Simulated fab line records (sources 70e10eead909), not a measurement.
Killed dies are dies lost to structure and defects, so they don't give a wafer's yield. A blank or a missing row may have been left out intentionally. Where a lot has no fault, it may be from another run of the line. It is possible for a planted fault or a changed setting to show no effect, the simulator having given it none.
2 desks, one fault | flow nand harc | each desk holds nothing but its own numbers, with what lay behind them at the end

== METROLOGY DESK ==
Means of the sampled wafers that have a number, per lot and without regard to the tool the lot ran on: this is what the gauges read. Marked OUT: a lot whose mean sits more than 4 standard deviations from the usual mean, which makes it out of limits; the brackets give that distance.
Columns: A = overlay x nm at NHARC_A_CONTACT_OVL_MEAS_70, usual 0.0 nm; B = overlay y nm at NHARC_A_CONTACT_OVL_MEAS_70, usual 0.3 nm
lot  | first seen here | A    | B
L910 | day 22 11:05    | -0.2 | 0.3
L912 | day 23 04:05    | 0.8  | 0.7
L913 | day 23 04:25    | 0.0  | 0.1
L915 | day 23 17:37    | 0.2  | 1.4
L914 | day 23 18:59    | 0.2  | -0.1
L922 | day 26 18:22    | -0.3 | 0.7
L923 | day 27 12:43    | -0.4 | -0.7
L924 | day 27 13:45    | 1.6  | 0.1
L928 | day 29 17:25    | 1.2  | 1.2
L929 | day 29 18:22    | -0.8 | 1.1
L930 | day 30 17:01    | -1.0 | 1.3
L931 | day 30 20:17    | 0.1  | -0.2
This desk's verdict: no lot among the 12 shows anything out of limits.

== TOOL OWNER'S DESK, rie diel-11 ==
The tool's own readings at NHARC_A_CONTACT_ETCH_97 (etches the open film in C4F6/O2, target depth 20 nm, time 10 s): means of the sampled wafers that have a number, for each lot that ran on this tool. Marked OUT: a lot whose mean sits more than 4 standard deviations from the usual mean, which makes it out of limits; the brackets give that distance.
Columns: A = drypump motor current A at NHARC_A_CONTACT_ETCH_97, usual 5.7 A; B = oes product au at NHARC_A_CONTACT_ETCH_97, usual 0.954 a.u.; C = rf vpp V at NHARC_A_CONTACT_ETCH_97, usual 549.9 V; D = showerhead plenum p Torr at NHARC_A_CONTACT_ETCH_97, usual 4.08 Torr; E = throttle valve pct at NHARC_A_CONTACT_ETCH_97, usual 26.903 %
lot  | first seen here | A   | B                | C     | D    | E
L910 | day 22 15:15    | 5.7 | 0.944            | 550.7 | 4.10 | 26.905
L912 | day 23 08:15    | 5.7 | 0.827 (-5.5) OUT | 549.5 | 4.09 | 26.909
L915 | day 23 21:57    | 5.6 | 0.884            | 551.3 | 4.08 | 26.904
L914 | day 23 23:10    | 5.7 | 0.885            | 550.1 | 4.09 | 26.901
L922 | day 26 22:37    | 5.7 | 1.002            | 551.6 | 4.15 | 26.902
L923 | day 27 17:35    | 5.7 | 0.940            | 549.7 | 4.08 | 26.907
L924 | day 27 17:56    | 5.8 | 0.957            | 552.4 | 4.21 | 26.901
L928 | day 29 21:37    | 5.7 | 0.946            | 550.9 | 4.13 | 26.909
L929 | day 29 22:34    | 5.7 | 0.942            | 549.4 | 4.07 | 26.898
L930 | day 30 21:11    | 5.7 | 0.945            | 549.7 | 4.07 | 26.903
This desk's verdict: out of limits on L912, starting with L912 at day 23 08:15 (oes product au at NHARC_A_CONTACT_ETCH_97). Within limits: L910, L915, L914, L922, L923, L924, L928, L929, L930.

== TAKEN TOGETHER ==
On L912, at day 23 08:15, an alarm was possible from the tool owner's desk.
Metrology desk: nothing out of limits seen.
The metrology desk has L912 on record, within its limits.
On rie diel-11, each named lot ran NHARC_A_CONTACT_ETCH_97.

== WHAT HAD BEEN PUT IN BY THE SIMULATOR ==
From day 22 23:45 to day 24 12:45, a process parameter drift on rie diel-11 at NHARC_A_CONTACT_ETCH_97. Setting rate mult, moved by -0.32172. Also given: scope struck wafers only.
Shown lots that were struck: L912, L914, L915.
Delay in hours, fault start to first out-of-limits reading, by desk: the tool owner's desk at 8.
